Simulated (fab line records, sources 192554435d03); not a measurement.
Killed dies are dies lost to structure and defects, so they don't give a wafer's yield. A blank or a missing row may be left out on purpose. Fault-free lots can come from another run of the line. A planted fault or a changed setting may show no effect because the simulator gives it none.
fab line records | flow n5Finfet
record lots=4 | wafers=12 | lastDay=18
route steps=1938 shown MIM_BOT_LITHO@1855 MIM_BOT_ETCH@1866 PASS1_CAP@1873 TV_LITHO@1875 PASSIVATION@1936
lots that met no fault: from a run of the same line without faults
startH: hours from the record's first day to the start of the lot's first wafer shown | waitH: time in hours since the lot's previous step | " as in the row above | L1.1+2: one row covering several wafers at once | - no value, or no start given | * or withheld: withheld | < > ~ a bound
route shown NAME@n: a module of which the file shows steps, and the number in the route of the first | usual: average and standard deviation across the fault-free wafers | same: alike in all rows | chamber/n: place in a boat | sites: the reading at each site | _std_site: how widely they spread, as a standard deviation | _edge_site: inner sites' mean taken away from outer sites' mean | radiusMm: how far each site lies from the wafer's centre | mask NAME#n: copy n | behind: the most recent tool/chamber to have shaped the wafer | hold: why the lot was held/for how many hours/how that ended | device: the n, p or np transistor that did not switch | end of line: the route-end tests of the same wafers | a step given without rows: its recipe and nothing more | killed: not the wafer's yield, but the dies lost to structure and defects at the first sort | map: a wafer's dies, marking killed ones x, the rest . and places with no die _
set.NAME: the setting the step ran with; set.NAME@STEP: the setting that earlier step ran with | model.NAME: the simulator's own value behind a step, which no gauge read
lots at selected steps of the route; one table per step, one row per wafer
services: from which hour (startH, from the record's first day; less than 0 if before it) a tool's chamber was out of use, for how many hours, and why
## steps
# step N5_MIM_BOT_LITHO_COAT_02
# recipe spinRpm=* | resistThkNm=*
# step N5_MIM_BOT_LITHO_EBR_04
# recipe solvent=PGMEA | ebrWidthMm=1.5
# step N5_MIM_BOT_LITHO_SOFTBAKE_03
# recipe tempC=100 | timeS=90
# step N5_MIM_BOT_LITHO_EXPOSE_05
# recipe maskId=MIM_BOT | na=0.55 | sourceShape=conventional | sigmaOuter=0.8 | polarization=unpolarized | doseMj=24.25
# step N5_MIM_BOT_LITHO_PEB_06
# recipe pebTempC=withheld | pebTimeS=*
# step N5_MIM_BOT_LITHO_DEVELOP_07
# recipe developTimeS=60 | rinseLiquid=diw | dry=airSpin | devTempC=21
# step N5_MIM_BOT_LITHO_HARDBAKE_09
# recipe tempC=130 | timeS=120
# step N5_MIM_BOT_LITHO_DESCUM_10
# recipe chemistry=O2 | timeS=7.9 | sourcePowerW=50 | biasPowerW=20 | pressureMtorr=20 | rfFrequencyHz=2.712e+07 | tempC=40 | o2FlowSccm=225
# step N5_MIM_BOT_ETCH_ETCH_04
# recipe chemistry=CF4/O2 | target=SiNx | targetDepthA=260 | timeS=13 | ionEnergyEv=100 | pressureMtorr=40 | sourceW=535 | biasW=49 | Ar_flow_sccm=100 | cf4FlowSccm=100 | O2_flow_sccm=10
# step N5_MIM_BOT_ETCH_ETCH_03
# recipe chemistry=Cl2/BCl3 | targetDepthA=120 | pressureMtorr=8 | icpW=800 | biasW=100 | Cl2_flow_sccm=20 | bcl3FlowSccm=80
# usual drypumpMotorCurrentA=5.7/0.41 | oesProductAu=0.80/0.063 | throttleValvePct=27.39/0.27
lot.wafer | tool        | chamber | startH | waitH | drypumpMotorCurrentA | oesProductAu | rfHoursCounterH | throttleValvePct
L974.2    | rieMetal-01 | 0       | 315.50 | 0.1   | 6.2                  | 0.72         | 70              | 27.12
L974.3    | "           | 0       | "      | "     | 6.2                  | 0.72         | -               | 27.13
L974.4    | "           | 1       | "      | "     | 5.6                  | 0.77         | -               | 27.59
L983.4    | rieMetal-01 | 1       | 343.49 | 0.1   | 5.6                  | 0.78         | -               | 27.61
L983.5    | "           | 1       | "      | "     | 5.6                  | 0.77         | -               | 27.60
L983.6    | "           | 0       | "      | "     | 6.2                  | 0.71         | -               | 27.14
L987.2    | rieMetal-02 | 1       | 381.78 | 0.1   | 5.3                  | 0.82         | 37              | 27.60
L987.3    | "           | 1       | "      | "     | 5.3                  | 0.82         | -               | 27.61
L987.6    | "           | 0       | "      | "     | 5.2                  | 0.87         | -               | 27.11
L990.2    | rieMetal-01 | 0       | 434.89 | 0.1   | 6.2                  | 0.69         | 79              | 27.13
L990.4    | "           | 0       | "      | "     | 6.2                  | 0.69         | -               | 27.15
L990.6    | "           | 0       | "      | "     | 6.1                  | 0.69         | -               | 27.16
# step N5_MIM_BOT_ETCH_ETCH_00
# recipe chemistry=Cl2/BCl3 | target=TiN | targetDepthA=455 | ionEnergyEv=150 | pressureMtorr=10 | icpW=1000 | biasW=126 | Cl2_flow_sccm=53.25 | bcl3FlowSccm=21.75 | Ar_flow_sccm=25
# step N5_MIM_BOT_ETCH_STRIP_01
# recipe chemistry=O2 | powerW=600 | tempC=60 | pressureMtorr=30 | rfFrequencyHz=6e+07 | biasPowerW=0 | overashFraction=0.5 | o2FlowSccm=225
# step N5_MIM_BOT_ETCH_STRIP_02
# recipe chemistry=postEtchResidueRemover | timeS=1200 | tempC=72.5
# step N5_MIM_BOT_ETCH_CLEAN_05
# recipe chemistry=IPA | timeS=180 | tempC=25
# step N5_MIM_BOT_ETCH_SRD_06
# recipe dry=ipaMarangoni | timeS=30 | tempC=23 | rinseLiquid=diw
# step N5_PASSIVATION_PECVD_55
# recipe material=SiO2 | targetThkA=4000 | tempC=400 | precursor=SiH4/N2O | pressureTorr=2.7 | rfW=608 | timeS=22.5
# step N5_PASSIVATION_PECVD_01
# recipe material=SiNx | targetThkA=2000 | tempC=400 | precursor=SiH4/NH3/N2 | pressureTorr=4.9 | rfW=1406 | timeS=43.2
# step N5_PASSIVATION_HMDS_03
# recipe timeS=60 | tempC=120
# step N5_PASSIVATION_COAT_04
# recipe spinRpm=* | resistThkNm=*
# step N5_PASSIVATION_EBR_06
# recipe solvent=PGMEA | ebrWidthMm=1.5
# step N5_PASSIVATION_SOFTBAKE_05
# recipe tempC=100 | timeS=90
# step N5_PASSIVATION_EXPOSE_07
# recipe maskId=TV | na=0.55 | sourceShape=conventional | sigmaOuter=0.8 | polarization=unpolarized | defocusNm=0 | targetCdNm=3000 | doseMj=22.75
# step N5_PASSIVATION_PEB_08
# recipe pebTempC=withheld | pebTimeS=*
# step N5_PASSIVATION_DEVELOP_09
# recipe developTimeS=60 | rinseLiquid=diw | dry=airSpin | devTempC=21
# step N5_PASSIVATION_HARDBAKE_11
# recipe tempC=130 | timeS=120
# step N5_PASSIVATION_INSPECT_61
# recipe mode=adi | inspectInstrument=macro
# usual rawDefectCount=2.0/1.4
lot.wafer | tool             | chamber | startH | waitH | rawDefectCount
L974.2    | defectInspect-02 | -       | 320.36 | 0.0   | >300
L974.3    | "                | -       | "      | "     | >300
L974.4    | "                | -       | "      | "     | 1
L983.4    | defectInspect-01 | -       | 347.61 | 0.0   | 3
L983.5    | "                | -       | "      | "     | 3
L983.6    | "                | -       | "      | "     | >300
L987.2    | defectInspect-02 | -       | 383.02 | 0.0   | 2
L987.3    | "                | -       | "      | "     | 3
L987.6    | "                | -       | "      | "     | 2
L990.2    | defectInspect-02 | -       | 436.44 | 0.0   | 5
L990.4    | "                | -       | "      | "     | 3
L990.6    | "                | -       | "      | "     | 4
# step N5_PASSIVATION_DESCUM_12
# recipe chemistry=O2 | timeS=7.9 | sourcePowerW=50 | biasPowerW=20 | pressureMtorr=20 | rfFrequencyHz=2.712e+07 | tempC=40 | o2FlowSccm=225
# step N5_PASSIVATION_PROBE_49
# usual defectLimitedYield=91.0/1.4 | killed_at_M0_to_M3=36/9.6 | killed_at_M4_up=14/6.1 | killedAtContacts=13/6.6 | killedAtFrontEnd=40/11 | killedAtOther=3.2/2.9 | killedDies=106/17 | killedOnRim=14/3.9 | killedOpen=71/12 | killedShort=33/7.3 | sort_bin_5_function=5.3/1 | sort_bin_6_memory=3.4/0.68 | sort_bin_8_speed=0.0/0.51 | sortNPass=1073/19 | sortYieldPct=91.0/1.6
# same grossDies=1180 | killedAtBackSide=0 | sort_bin_4_leakage[%]=0
lot.wafer | tool      | chamber | startH | waitH | defectLimitedYield[%] | killed_at_M0_to_M3 | killed_at_M4_up | killedAtContacts | killedAtFrontEnd | killedAtOther | killedDies | killedOnRim | killedOpen | killedShort | sort_bin_5_function[%] | sort_bin_6_memory[%] | sort_bin_8_speed[%] | sortNPass | sortYieldPct[%]
L974.2    | prober-01 | -       | 327.24 | 0.1   | 86.6                  | 41                 | 26              | 14               | 31               | 46            | 158        | 26          | 80         | 25          | 8.7                    | 3.8                  | 0                   | 1022      | 86.6
L974.3    | prober-01 | -       | 327.29 | 0.1   | 85.7                  | 43                 | 21              | 11               | 44               | 50            | 169        | 30          | 87         | 33          | 9.2                    | 3.9                  | 0                   | 1011      | 85.7
L983.4    | prober-02 | -       | 356.50 | 0.2   | 90.4                  | 43                 | 10              | 21               | 39               | 0             | 113        | 12          | 69         | 44          | 5.4                    | 3.7                  | 0                   | 1067      | 90.4
L983.5    | prober-02 | -       | 356.55 | 0.2   | 88.3                  | 47                 | 14              | 24               | 45               | 8             | 138        | 15          | 88         | 50          | 7.5                    | 4.0                  | 6.0                 | 971       | 82.3
L983.6    | prober-02 | -       | 356.60 | 0.3   | 85.1                  | 36                 | 25              | 19               | 45               | 51            | 176        | 27          | 86         | 39          | 9.2                    | 4.7                  | 0                   | 1004      | 85.1
L987.2    | prober-02 | -       | 391.47 | 0.1   | 92.9                  | 32                 | 8               | 14               | 26               | 4             | 84         | 8           | 63         | 20          | 4.2                    | 2.7                  | 0                   | 1096      | 92.9
L987.3    | prober-02 | -       | 391.52 | 0.1   | 91.0                  | 40                 | 15              | 10               | 40               | 1             | 106        | 11          | 73         | 32          | 4.7                    | 3.6                  | 0                   | 1074      | 91.0
L987.6    | prober-02 | -       | 391.67 | 0.3   | 90.8                  | 37                 | 9               | 17               | 44               | 1             | 108        | 14          | 71         | 32          | 5.8                    | 3.1                  | 0                   | 1072      | 90.8
# killed by level:class
L974.2 MIM_BOT_ETCH:unspecified=46 MOL_CONTACT_COAG:geometricParticle:open=11 BEOL_M0_SAQP:geometricParticle:open=11 BEOL_M1:geometricParticle:open=10 BEOL_M5:geometricParticle:open=8 STI_FIN_REVEAL:geometricParticle:open=7 BEOL_M2:geometricParticle:open=6 BEOL_M3:geometricParticle:open=6
L974.3 MIM_BOT_ETCH:unspecified=49 BEOL_M0_SAQP:geometricParticle:open=11 FIN_SAQP:geometricParticle:open=10 FIN_SAQP:geometricParticle:short=10 BEOL_M4:geometricParticle:open=10 MOL_CONTACT_COAG:geometricParticle:open=9 BEOL_M2:geometricParticle:open=8 STI_FIN_REVEAL:geometricParticle:open=6
L983.4 MOL_CONTACT_COAG:geometricParticle:open=17 GATE_CUT:geometricParticle:short=10 BEOL_M0_SAQP:geometricParticle:short=8 BEOL_M0_SAQP:geometricParticle:open=8 FIN_SAQP:geometricParticle:open=7 BEOL_M1:geometricParticle:open=7 DUMMY_GATE:geometricParticle:open=6 BEOL_M2:geometricParticle:open=6
L983.5 MOL_CONTACT_COAG:geometricParticle:open=21 BEOL_M2:geometricParticle:open=10 STI_FIN_REVEAL:geometricParticle:open=10 BEOL_M0_SAQP:geometricParticle:short=9 BEOL_M4:geometricParticle:open=9 BEOL_M0_SAQP:geometricParticle:open=8 BEOL_M1:geometricParticle:open=7 BEOL_M3:geometricParticle:short=7
L983.6 MIM_BOT_ETCH:unspecified=49 MOL_CONTACT_COAG:geometricParticle:open=17 BEOL_M4:geometricParticle:open=14 BEOL_M2:geometricParticle:open=12 FIN_SAQP:geometricParticle:short=10 FIN_SAQP:geometricParticle:open=9 BEOL_M0_SAQP:geometricParticle:short=6 BEOL_M0_SAQP:geometricParticle:open=5
L987.2 MOL_CONTACT_COAG:geometricParticle:open=14 STI_FIN_REVEAL:geometricParticle:open=7 BEOL_M3:geometricParticle:open=7 BEOL_M1:geometricParticle:open=7 FIN_SAQP:geometricParticle:short=5 BEOL_M2:geometricParticle:open=5 DUMMY_GATE:geometricParticle:open=4 BEOL_M0_SAQP:geometricParticle:open=3
L987.3 MOL_CONTACT_COAG:geometricParticle:open=9 BEOL_M3:geometricParticle:open=9 FIN_SAQP:geometricParticle:short=7 BEOL_M0_SAQP:geometricParticle:short=7 BEOL_M2:geometricParticle:open=7 FIN_SAQP:geometricParticle:open=6 BEOL_M4:geometricParticle:open=6 BEOL_M0:geometricParticle:open=6
L987.6 MOL_CONTACT_COAG:geometricParticle:open=11 BEOL_M3:geometricParticle:open=11 STI_FIN_REVEAL:geometricParticle:open=9 MOL_CONTACT_COAG:geometricParticle:short=6 STI_FIN_REVEAL:geometricParticle:short=5 DUMMY_GATE:geometricParticle:open=5 BEOL_M0_SAQP:geometricParticle:open=5 BEOL_M2:geometricParticle:open=5
# map L974.3 (x killed, . not)
_________________....x.......________________
______________.................._____________
___________.........x..x..x...x....__________
__________............x.....x......._________
________.xx.x..........x.............._______
_______.....x............x.............______
______...x..........xx..x.x............x_____
_____..x............................x..x.____
____..................x....x..............___
___............x.....x.x.............x....x__
___x.........x..............x..xx.x........__
__...xx..............x......................_
__..................x...........x...x.....x._
_x.x........................x................
_xxx......x..x..............x.x..............
_xxxxx..x.x....x.........x....x..............
_xxxx..........x..x..x........xx.......x.....
_xxxxx.xx.....................x........x...x.
_xxxxxx............x....x.........x..x......x
_xxxxxx.x.....x......x............x.x........
_xxxxx.x..x.x..............x...x......x..x...
__xxxx...x...............x..x.............x._
__xxx...........x........x.........x......xx_
___xx..........x...........................__
___xx.x..xx..........................x.x...__
____x....................xx...............___
_____....x.x...x...........x.....x.......____
______..xx........x.......xxx........x.._____
_______....x...........x...x...x.....x.______
________.................xx....x...x.._______
__________............x............._________
___________....................x...__________
______________.x................_____________
_________________............________________
# map L983.6 (x killed, . not)
_________________xx.....x....________________
______________...x.x...x........_____________
___________.....x..........x.......__________
__________x.......................x._________
________.....x.....x.................._______
_______....x........x...x....x........x______
______.x....x..........................._____
_____...x.............xx.x...........x.x.____
____...........x...x...............xx.....___
___...........x.................x....x.....__
___....................x...................__
__....x...........x...x...x..........x......_
__.......x.x...................x....xx......_
_x........x.xx..x............x.x.............
_.............x.....x............x...x.......
_xx....x....x..........x.x............x....x.
_xxxxxx.....x............x...........x.......
_xxxxx....x...x............x.................
_xxxxxx......x....x.x...x...........x.....x..
_xxxxxx.....xx..........................x....
_xxxxxx..x.......................x.....xx....
__xxxxx.......x...x....x...xx...x....x....x._
__xxxxx............x...x......x...........x._
___xx.x....x.x....x........................__
___.xxx...x....x......x......x..x..........__
____...............x.........x...x........___
_____.x.................x.xx..x..........____
______....x....x...x........x...x......._____
_______........x......x.x..............______
________.x.x.x...x..xxx..............._______
__________x........................._________
___________............x..x.x......__________
______________.x......x...x....._____________
_________________............________________
## services
tool        | chamber | startH | hours | kind
rieMetal-02 | 1       | 292.25 | 2.5   | repair
rieMetal-01 | -       | 382.72 | 0.7   | repair
## key
firstSign step=N5_PASSIVATION_INSPECT_61 | reading=rawDefectCount | direction=up | sigmas=99+ | usual=2.0 | struck=>300
effect step=N5_PASSIVATION_PROBE_49 | reading=killedAtOther | direction=up | sigmas=16 | usual=3.2 | struck=49
moreKillsBornAt N5_MIM_BOT_ETCH_ETCH_03@rieMetal-01=144
metAt N5_MIM_BOT_ETCH_ETCH_03
struckWafers L974.2,L974.3,L983.6
fault kind=chamberParticleSource | tool=rieMetal-01 | chamber=0 | onsetH=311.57 | steps=N5_MIM_BOT_ETCH_ETCH_03 | ratePerVisitCm2=0.7039 | endH=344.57
